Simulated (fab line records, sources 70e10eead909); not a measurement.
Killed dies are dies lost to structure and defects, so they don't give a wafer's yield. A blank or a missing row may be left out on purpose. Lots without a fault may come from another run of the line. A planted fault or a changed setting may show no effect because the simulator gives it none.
Chamber matching | flow nand_harc | NHARC_A_STAIRCASE_DEP_259 on pecvd-03: 3 sister chambers
The step deposits SiON, target thk 30 nm. 14 wafers are shown with their chamber, then 7 later ones without.

WAFERS WITH THEIR CHAMBER
wafer  | chamber | heater_power_w (W)
L075.1 | 1       | 859
L075.4 | 1       | 902
L075.5 | 2       | 715
L082.2 | 2       | 757
L082.5 | 0       | 737
L082.6 | 1       | 741
L084.4 | 2       | 688
L084.5 | 1       | 826
L084.6 | 0       | 749
L085.2 | 2       | 725
L085.3 | 1       | 771
L085.5 | 1       | 764
L087.1 | 2       | 725
L087.2 | 1       | 906

SIGNATURES (means of the wafers above)
reading        | chamber 0 | chamber 1 | chamber 2 | scatter within a chamber
heater_power_w | 743.00    | 824.14    | 722.00    | 52.1
Rule: a wafer's distance from a chamber is the root of the sum, over the readings, of the square of ((its reading less the chamber's mean) divided by the reading's scatter). The wafer belongs to the nearest chamber; if the next one is less than 2 further off, it can't be placed. The scatter: the root of (the sum of the squares of (reading less its chamber's mean) over the shown wafers, divided by (wafers less chambers)).

WAFERS WITHOUT THEIR CHAMBER
wafer  | heater_power_w (W)
L087.3 | 819
L095.3 | 728
L095.4 | 770
L095.5 | 931
L094.2 | 826
L094.4 | 839
L094.6 | 797

WHICH CHAMBER EACH WENT THROUGH
wafer  | from the rows above          | in truth
L087.3 | can't be placed: 1 or 0 or 2 | 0
L095.3 | can't be placed: 2 or 0 or 1 | 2
L095.4 | can't be placed: 0 or 2 or 1 | 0
L095.5 | can't be placed: 1 or 0 or 2 | 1
L094.2 | can't be placed: 1 or 0 or 2 | 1
L094.4 | can't be placed: 1 or 0 or 2 | 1
L094.6 | can't be placed: 1 or 0 or 2 | 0
Placed correctly: 0 of 7. Can't be placed from these rows: 7 (the true chamber is among the candidates in 7). Placed wrongly: 0.
